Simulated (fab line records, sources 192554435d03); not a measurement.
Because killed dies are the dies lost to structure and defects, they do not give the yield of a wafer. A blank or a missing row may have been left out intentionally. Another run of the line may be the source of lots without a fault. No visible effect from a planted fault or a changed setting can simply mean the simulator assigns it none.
Chamber matching -- flow n5-finfet -- 4 sister chambers for N5_BEOL_M3_DESCUM_33 on rie-diel-01
The step chemistry O2, time 7 s. 4 wafers are shown with their chamber, then 8 later ones without.

WAFERS PAIRED WITH THEIR CHAMBERS
wafer,chamber,throttle-valve-pct (%)
L856.5,1,21.1
L858.2,0,19.9
L858.4,2,20.5
L864.2,3,20.4

WAFERS WITHOUT THEIR CHAMBER
wafer,throttle-valve-pct (%)
L864.3,21.1
L864.4,20.0
L865.1,20.5
L865.4,21.1
L865.5,20.0
L866.1,20.0
L866.2,20.4
L866.4,20.4

WHICH CHAMBER EACH WENT THROUGH
wafer,from the rows above,in truth
L864.3,1,1
L864.4,0,0
L865.1,can't be placed: 2 or 3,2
L865.4,1,1
L865.5,0,0
L866.1,0,0
L866.2,can't be placed: 3 or 2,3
L866.4,can't be placed: 3 or 2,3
Placed correctly: 5 of 8. Unplaceable from these rows: 3, with the true chamber sitting among the candidates in 3. Wrongly placed: 0.
How it was worked out, from the rows above alone: a wafer's distance from a chamber is the root of the sum, over the readings, of the square of ((its reading less the chamber's mean) divided by the reading's scatter). The wafer belongs to the nearest chamber; if the next one is less than 2 further off, it can't be placed. The mean given for a chamber averages the wafers shown for that chamber. The scatter: root of mean squared gap, hidden wafer to nearest shown wafer, with one shown wafer a chamber.
